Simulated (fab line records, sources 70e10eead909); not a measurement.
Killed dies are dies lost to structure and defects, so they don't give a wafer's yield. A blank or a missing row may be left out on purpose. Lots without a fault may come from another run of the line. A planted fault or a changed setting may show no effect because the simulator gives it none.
Problem report in the 8D (eight disciplines) form, filled by code | flow nand_harc | the parts of the form that need people (team, actions taken, sign-off) are left out

1. THE PROBLEM
heater_power_total_W at NHARC_P_M1_SOFTBAKE_04 reads a mean of 178.78 W on 5 wafers of 2 lots; wafers without a fault read 188.45 W with a standard deviation of 0.14. That is -69 standard deviations from the usual mean.
The step: time 55 s.
First seen on wafer L229.2, day 14 04:00, on litho_track-01. The record holds 38 wafers of 13 lots with a number at this step. Rule for "out", or "out of limits": more than 4 standard deviations from the usual mean. The other wafers with a number count as sound.

2. WHAT IT IS AND WHAT IT IS NOT
question                    | is                     | is not
which readings at this step | heater_power_total_W   | chill_plate_temp_C
which lots                  | L229, L230             | L212, L213, L214, L216, L217, L220, L221, L222, L224, L232, L233
which wafers of those lots  | all that have a number | -
read on which tools         | litho_track-01         | litho_track-04, litho_track-06
when                        | from day 14 04:00      | up to then (27 sound wafers); but 6 sound wafers of L232, L233 came after

3. SUSPECTS, AND WHAT RULES EACH OUT
Counting: a tool at a process step up to the reading stays a suspect if it ran every lot that is out and no sound lot after the first of them.
- rie_diel-08 at NHARC_P_M0_ETCH_34 (etches the open film in N2/H2, target depth 40 nm, overetch 12 nm, time 43.94 s): ruled out as a lasting fault. Sound lots L232, L233 ran on it after its first lot that is out, L229 (day 14 01:20).
- litho_track-01 at NHARC_P_M1_SOFTBAKE_04 (time 55 s): kept. It ran every lot that is out, first L229 (day 14 04:00), and no sound lot after that; its last sound lot up to then is L224 (day 12 06:00). Its own readings are out on those wafers: heater_power_total_W.
Left after counting: litho_track-01 at NHARC_P_M1_SOFTBAKE_04.

4. THE CAUSE (what the simulator had put in)
Process parameter drift: litho_track-01, from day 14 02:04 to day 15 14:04, at NHARC_P_M1_SOFTBAKE_04. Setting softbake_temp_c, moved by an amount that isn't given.
Counting left only this tool.

5. THE CHAIN OF EFFECTS, in route order
Each row: a reading whose mean over the struck wafers that have a number lies more than 3 standard deviations from the usual. Only readings for which the record gives a usual standard deviation are gone through. hours: the time from each lot's start at the first step in this table that gives one to its start at this step, as a median over the lots. sigmas: the change in usual standard deviations.
hours | step                   | reading              | usual    | on struck wafers | change | sigmas
0     | NHARC_P_M1_SOFTBAKE_04 | heater_power_total_W | 188.45 W | 178.78           | -9.67  | -69
The process steps in it:
- NHARC_P_M1_SOFTBAKE_04: time 55 s.

6. WHAT WOULD HAVE CAUGHT IT SOONER
In this record the first reading out of limits was taken at day 14 04:00, 2 hours after the fault began at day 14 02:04.
